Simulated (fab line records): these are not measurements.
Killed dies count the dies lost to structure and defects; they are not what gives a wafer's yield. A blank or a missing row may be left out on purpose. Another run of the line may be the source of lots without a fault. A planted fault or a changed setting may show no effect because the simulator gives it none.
A lot that was struck, set against a sound lot | flow n5 finfet | 38 out of 1938 route steps
Sound: wafers L773.2, L773.5, L773.6. The struck wafers were L781.1, L781.4, L781.5. At the end, the cause is stated.
Per side, at each step with rows, come the tool, then ch with its chambers, and then its first start. Under that, the readings that differ: sound wafers | struck wafers | difference of the means | sigmas: that difference in standard deviations of wafers without a fault.
alike: same words and numbers on both sides, and readings whose means sit less than 2 such deviations apart. not compared: any withheld reading, any reading some wafer has no value for, any bound like >300 that may hide the same value, and any number with overlapping values for which the record gives no deviation.
A row with sigmas, a row that says differs or no value, or rows on one side alone: a step with any of these is where the two part. Non-overlapping numbers with no deviation appear without sigmas and do not part them. Lack of a reading on every wafer of one side parts them only where that side has two or more wafers.

first, 9 steps without rows for these wafers: N5_BEOL_M1_COAT_22 (resist thk 30 nm); N5_BEOL_M1_EBR_24; N5_BEOL_M1_SOFTBAKE_23 (time 60 s); N5_BEOL_M1_EXPOSE_25 (exposes mask V0, defocus 5 nm, target cd 24 nm); N5_BEOL_M1_PEB_26 (peb time 60 s); N5_BEOL_M1_DEVELOP_27 (develop time 30 s); N5_BEOL_M1_DESCUM_33 (chemistry O2, time 7 s); N5_BEOL_M1_ETCH_77 (etches underlayer in N2/H2, target depth 6.5 nm, time 5.2 s); N5_BEOL_M1_ETCH_69 (etches SiARC in CF4, target depth 15.6 nm, time 26 s).
N5_BEOL_M1_ALD_98: deposits SiO2, target thk 2.5 nm, pulse time 1 s, co reactant pulse time 1 s.
  sound on ald sin-02 ch 1,3, day 8 00:46; struck on ald sin-02 ch 0,1,3, day 10 01:19
  alike: heater power w, precursor pulse height rel
then, 27 steps without rows for these wafers: N5_BEOL_M1_ETCHBACK_99 (etches SiO2 in CHF3, target depth 5 nm, time 10.4 s); N5_BEOL_M1_ETCH_70 (etches SOC in N2/H2, target depth 80 nm, overetch 16 nm, time 120 s); N5_BEOL_M1_STRIP_71 (strips in N2/H2); N5_BEOL_M1_STRIP_78 (strips in N2/H2); N5_BEOL_M1_VIA_ETCH_34 (etches the open film in C4F6/O2, target depth 67.8 nm, time 64.4 s); N5_BEOL_M1_STRIP_83 (strips in C4F6/O2); N5_BEOL_M1_STRIP_36 (strips in N2/H2); N5_BEOL_M1_TRENCH_ETCH_37 (etches SiOC in C4F6/O2, target depth 55.207 nm, time 29 s); N5_BEOL_M1_ETCH_41 (etches SiCN in CH3F/O2, target depth 31.9 nm, time 57.8 s); N5_BEOL_M1_STRIP_97 (strips in N2/H2, time 10 s); N5_BEOL_M1_HM_STRIP_39 (strips TiN in peroxide tin strip, target depth 25 nm, time 158 s); N5_BEOL_M1_SRD_40 (time 30 s); N5_BEOL_M1_PRECLEAN_42 (cleans in residue remover, time 60 s); N5_BEOL_M1_SRD_43 (time 30 s); N5_BEOL_M1_DEGAS_44 (time 60 s); N5_BEOL_M1_PRE_CLEAN_45 (time 30 s); N5_BEOL_M1_ALD_84 (deposits TaN, pulse time 2 s, purge time 3 s, co reactant purge time 2 s); N5_BEOL_M1_SURFACE_TREAT_85; N5_BEOL_M1_CVD_47 (deposits Co from CCTBA/H2, target thk 3 nm, time 223.8 s); N5_BEOL_M1_SPUTTER_48 (material Cu, target thk 4.5 nm, time 8.29 s); N5_BEOL_M1_ANNEAL_49 (time 240 s); N5_BEOL_M1_SPUTTER_79 (material Cu, target thk 4.5 nm, time 8.29 s); N5_BEOL_M1_ANNEAL_80 (time 240 s); N5_BEOL_M1_SPUTTER_81 (material Cu, target thk 4.5 nm, time 8.29 s); N5_BEOL_M1_ANNEAL_82 (time 240 s); N5_BEOL_M1_SPUTTER_86 (material Cu, target thk 4.5 nm, time 8.29 s); N5_BEOL_M1_ANNEAL_87 (time 240 s).
-- record jumps: 9 days separate the struck wafers' starts on either side; left off in module BEOL_M1, taken up again in module PASSIVATION, whose first shown step is the route's number 1936 --
N5_PASSIVATION_PROBE_49:
  sound: prober-02 at day 16 16:08; struck: prober-01 at day 18 15:39
  reading                  | sound          | struck         | difference | sigmas
  defect limited yield (%) | 89.9 92.4 93.1 | 84.5 81.6 84.9 | -8.1       | -6
  killed_at_M0_to_M3       | 37 30 19       | 139 153 115    | +107       | +10
  killed at contacts       | 23 25 24       | 5 9 5          | -18        | -3
  killed dies              | 119 90 81      | 183 217 178    | +96        | +6
  killed on rim            | 18 13 11       | 25 30 33       | +15        | +4
  sort_bin_5_function (%)  | 6.4 4.6 3.8    | 9.9 11.6 8.3   | +5.0       | +5
  sort n pass              | 1061 1090 1099 | 997 963 1002   | -96        | -6
  sort yield pct (%)       | 89.9 92.4 93.1 | 84.5 81.6 84.9 | -8.1       | -6
  alike: killed_at_M4_up, killed at front end, killed at other, killed open, killed short, sort_bin_6_memory

## WHERE THEY PART
Only at N5_PASSIVATION_PROBE_49, as far as this record shows.

WHY: whatever the simulator had introduced
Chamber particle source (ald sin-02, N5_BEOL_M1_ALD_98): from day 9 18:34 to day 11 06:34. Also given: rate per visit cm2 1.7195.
